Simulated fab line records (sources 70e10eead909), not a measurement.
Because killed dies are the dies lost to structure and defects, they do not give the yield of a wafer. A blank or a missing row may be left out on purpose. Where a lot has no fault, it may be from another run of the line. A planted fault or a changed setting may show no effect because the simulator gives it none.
2 desks looking at one fault || flow nand harc || every desk sees just its own numbers, and what lay behind them comes last

== THE METROLOGY DESK ==
Means of the sampled wafers that have a number, per lot and without regard to the tool the lot ran on: this is what the gauges read. A lot is out of limits, marked OUT, if its mean lies more than 4 standard deviations from the usual mean; the brackets give that distance.
Columns: A = cd nm at NHARC_THIN_TSV_CD_MEAS_16, usual 1000.0 nm
{"lot": "L903", "first seen here": "day 18 23:11", "A": 1001.1}
{"lot": "L905", "first seen here": "day 19 00:26", "A": 999.5}
{"lot": "L904", "first seen here": "day 19 01:35", "A": 998.3}
{"lot": "L902", "first seen here": "day 19 07:01", "A": 999.1}
{"lot": "L906", "first seen here": "day 20 02:40", "A": 998.4}
{"lot": "L908", "first seen here": "day 20 12:27", "A": 1000.0}
{"lot": "L909", "first seen here": "day 21 07:53", "A": 998.7}
{"lot": "L911", "first seen here": "day 21 14:26", "A": 998.2}
{"lot": "L915", "first seen here": "day 22 16:09", "A": 999.4}
{"lot": "L913", "first seen here": "day 22 17:31", "A": 998.4}
{"lot": "L916", "first seen here": "day 23 00:58", "A": 1000.8}
{"lot": "L923", "first seen here": "day 24 07:08", "A": 999.3}
{"lot": "L922", "first seen here": "day 24 11:04", "A": 999.4}
Finding of this desk: none of the 13 lots has anything out of limits.

== FOR THE TOOL OWNER'S DESK: pecvd-04 ==
The tool's own readings at NHARC_A_CHANNEL_HOLE_D1_DEP_01 (deposits SiON, target thk 140 nm): means of the sampled wafers that have a number, for each lot that ran on this tool. A lot is out of limits, marked OUT, if its mean lies more than 4 standard deviations from the usual mean; the brackets give that distance.
Columns: A = heater power w at NHARC_A_CHANNEL_HOLE_D1_DEP_01, usual 753 W
{"lot": "L903", "first seen here": "day 8 22:37", "A": 677}
{"lot": "L911", "first seen here": "day 11 07:47", "A": 695}
{"lot": "L915", "first seen here": "day 12 00:11", "A": 647}
{"lot": "L913", "first seen here": "day 12 01:37", "A": 743}
Finding of this desk: none of the 4 lots has anything out of limits.

== TAKEN TOGETHER ==
Nothing out of limits was seen by the metrology desk.
The desk of the tool owner found nothing out of limits.

== WHAT WAS PUT IN BY THE SIMULATOR ==
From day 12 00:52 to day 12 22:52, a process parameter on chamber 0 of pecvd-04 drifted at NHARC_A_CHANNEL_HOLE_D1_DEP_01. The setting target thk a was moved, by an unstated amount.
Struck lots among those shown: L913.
